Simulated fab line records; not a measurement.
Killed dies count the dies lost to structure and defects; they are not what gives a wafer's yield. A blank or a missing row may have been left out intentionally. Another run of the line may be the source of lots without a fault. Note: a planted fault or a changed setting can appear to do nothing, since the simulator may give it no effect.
Chamber matching + flow n5_finfet + 4 sister chambers for N5_HKMG_FIN_PWFM_ALD_03 on ald_metal-02
The step deposits TiN, target thk 2 nm, pulse time 1 s, purge time 3 s. 4 wafers are shown with their chamber, then 7 later ones without.

WAFERS PAIRED WITH THEIR CHAMBERS
| wafer  | chamber | heater_power_w (W) |
|--------|---------|--------------------|
| L104.5 | 1       | 939                |
| L104.6 | 0       | 817                |
| L106.3 | 2       | 946                |
| L106.4 | 3       | 976                |

WAFERS WITHOUT THEIR CHAMBER
| wafer  | heater_power_w (W) |
|--------|--------------------|
| L106.5 | 797                |
| L117.2 | 921                |
| L117.3 | 812                |
| L117.5 | 827                |
| L120.1 | 804                |
| L120.4 | 909                |
| L120.6 | 891                |

WHICH CHAMBER EACH WENT THROUGH
| wafer  | from the rows above               | in truth |
|--------|-----------------------------------|----------|
| L106.5 | 0                                 | 0        |
| L117.2 | can't be placed: 1 or 2 or 3      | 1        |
| L117.3 | 0                                 | 0        |
| L117.5 | 0                                 | 0        |
| L120.1 | 0                                 | 0        |
| L120.4 | can't be placed: 1 or 2 or 3      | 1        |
| L120.6 | can't be placed: 1 or 2 or 0 or 3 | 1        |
Placed correctly: 4 of 7. From these rows, 3 cannot be placed; in 3 the true chamber is one of the candidates. 0 placed wrongly.
How it was worked out, from the rows above alone: a wafer's distance from a chamber is the root of the sum, over the readings, of the square of ((its reading less the chamber's mean) divided by the reading's scatter). The wafer belongs to the nearest chamber; if the next one is less than 2 further off, it can't be placed. A chamber's mean is the mean of its shown wafers. The scatter: root of mean squared gap, hidden wafer to nearest shown wafer, with one shown wafer a chamber.
